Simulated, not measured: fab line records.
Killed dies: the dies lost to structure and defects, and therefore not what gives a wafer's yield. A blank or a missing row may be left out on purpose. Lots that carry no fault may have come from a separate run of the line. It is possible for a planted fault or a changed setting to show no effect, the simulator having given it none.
A struck lot beside a sound one | flow n5 finfet | 20 out of 1938 route steps
Sound: these wafers, L495.3, L495.4, L495.5. The struck wafers were L510.1, L510.4, L510.5. Last of all comes the cause.
Each step with rows lists, per side, the tool, then ch with its chambers, then its first start. Under that, the readings that differ: sound wafers | struck wafers | difference of the means | sigmas: that difference in standard deviations of wafers without a fault.
alike: readings with means less than 2 such deviations apart, plus words and numbers identical on both sides. not compared: withheld readings, readings lacking a value on some wafer, bounds such as >300 that could conceal the same value, and numbers that have no deviation in the record and whose values overlap.
A row with sigmas, a row that says differs or no value, or rows on one side alone: a step with any of these is where the two part. When numbers do not overlap yet have no deviation, they are printed without sigmas and do not part them. Lack of a reading on every wafer of one side parts them only where that side has two or more wafers.

N5_START_INSPECT_01: inspects for defects (unpatterned scan).
  struck on defect inspect-02, day 5 12:02; sound on defect inspect-02, day 1 18:02
  alike: raw defect count
then, 2 steps without rows for these wafers: N5_ZERO_LAYER_PRECLEAN_00 (cleans in SPM, time 600 s); N5_ZERO_LAYER_SRD_01 (time 30 s, dry time 30 s).
N5_ZERO_LAYER_PECVD_02: deposits SiO2 from SiH4/N2O, target thk 10 nm, time 6 s.
  sound on pecvd-03 ch 0,2, day 1 18:17; struck on pecvd-02 ch 0,1,2, day 5 12:17
  alike: heater power w, showerhead plenum p Torr
then, 1 step without rows for these wafers: N5_ZERO_LAYER_HMDS_04 (time 60 s).
N5_ZERO_LAYER_COAT_05: resist thk 1000 nm.
  sound on litho track-03 ch 0, day 1 18:22; struck on litho track-03 ch 0, day 5 12:22
  reading                                      | sound                | struck               | difference | sigmas
  spin speed rpm (rpm)                         | 1501.2 1501.0 1501.0 | 1234.3 1232.4 1233.2 | -267.8     | -99 or more
  model.coat_of_ZERO_LAYER_COAT_05.thk nm (nm) | 995.3 995.9 996      | 1099 1100 1101       | +104       |
then, 6 steps without rows for these wafers: N5_ZERO_LAYER_EBR_07; N5_ZERO_LAYER_SOFTBAKE_06 (time 90 s); N5_ZERO_LAYER_EXPOSE_08 (exposes mask ZERO, defocus 0 nm, target cd 2000 nm); N5_ZERO_LAYER_PEB_09; N5_ZERO_LAYER_DEVELOP_10 (develop time 60 s); N5_ZERO_LAYER_HARDBAKE_23 (time 120 s).
N5_ZERO_LAYER_CD_MEAS_11: target cd 2000 nm.
  sound on cd sem-03 ch 0, day 1 18:39; struck on cd sem-01 ch 0, day 5 12:46
  alike: cd nm
N5_ZERO_LAYER_DESCUM_16: chemistry O2, time 7.9 s.
  sound on rie diel-01 ch 1,2,3, day 1 18:41; struck on rie diel-01 ch 1,2, day 5 12:48
  alike: bias power w, drypump motor current A, oes product au, rf vpp V, showerhead plenum p Torr, throttle valve pct
  not compared: rf hours counter h
N5_ZERO_LAYER_ETCH_17: etches SiO2 in CF4, target depth 12 nm, time 13.3 s.
  sound on rie diel-01 ch 1,2,3, day 1 18:43; struck on rie diel-01 ch 1,2, day 5 12:50
  alike: drypump motor current A, oes product au, rf vpp V, showerhead plenum p Torr, throttle valve pct
  not compared: rf hours counter h
N5_ZERO_LAYER_ETCH_18: etches Si in HBr/Cl2, target depth 120 nm, time 40 s.
  sound on rie si-06 ch 1,2,3, day 1 18:47; struck on rie si-06 ch 1,2,3, day 5 12:55
  reading                                      | sound             | struck         | difference | sigmas
  model.coat_of_ZERO_LAYER_COAT_05.thk nm (nm) | 924.5 925.2 924.6 | 1030 1030 1028 | +105       |
  alike: drypump motor current A, oes product au, throttle valve pct
  not compared: rf hours counter h
N5_ZERO_LAYER_STRIP_24: strips in O2.
  sound on plasma asher-02 ch 0,1, day 1 18:55; struck on plasma asher-01 ch 0,1, day 5 13:01
  reading                      | sound             | struck            | difference | sigmas
  strip time to endpoint s (s) | 43.66 43.71 43.68 | 46.83 46.82 46.78 | +3.13      | +28
  alike: drypump motor current A, heater power w, oes product au
  not compared: rf hours counter h
then, 1 step without rows for these wafers: N5_ZERO_LAYER_STRIP_19 (strips in SPM, time 900 s).
-- a jump in the record: the struck wafers' starts before and after are 8 days apart (it breaks off in module ZERO_LAYER and resumes in module BEOL_M4, where the first step shown is number 1111 of the route) --
N5_BEOL_M4_RC_MEAS_101:
  sound on prober-02 ch 0, day 9 00:41; struck on prober-02 ch 0, day 13 11:26
  alike: DIBL_N, DIBL_P, IOFF_N, IOFF_P, ION_N, ION_P, SS_N, SS_P, VT_N, VT_P
then, 1 step without rows for these wafers: N5_PASSIVATION_PROBE_49.

== WHERE THEY PART ==
Earliest at N5_ZERO_LAYER_COAT_05; latest, in this record, at N5_ZERO_LAYER_STRIP_24. Later steps at which nothing parts them and some readings are alike: N5_BEOL_M4_RC_MEAS_101.

WHY: what the simulator had put in
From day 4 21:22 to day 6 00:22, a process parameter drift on litho track-03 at N5_ZERO_LAYER_COAT_05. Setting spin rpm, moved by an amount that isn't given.
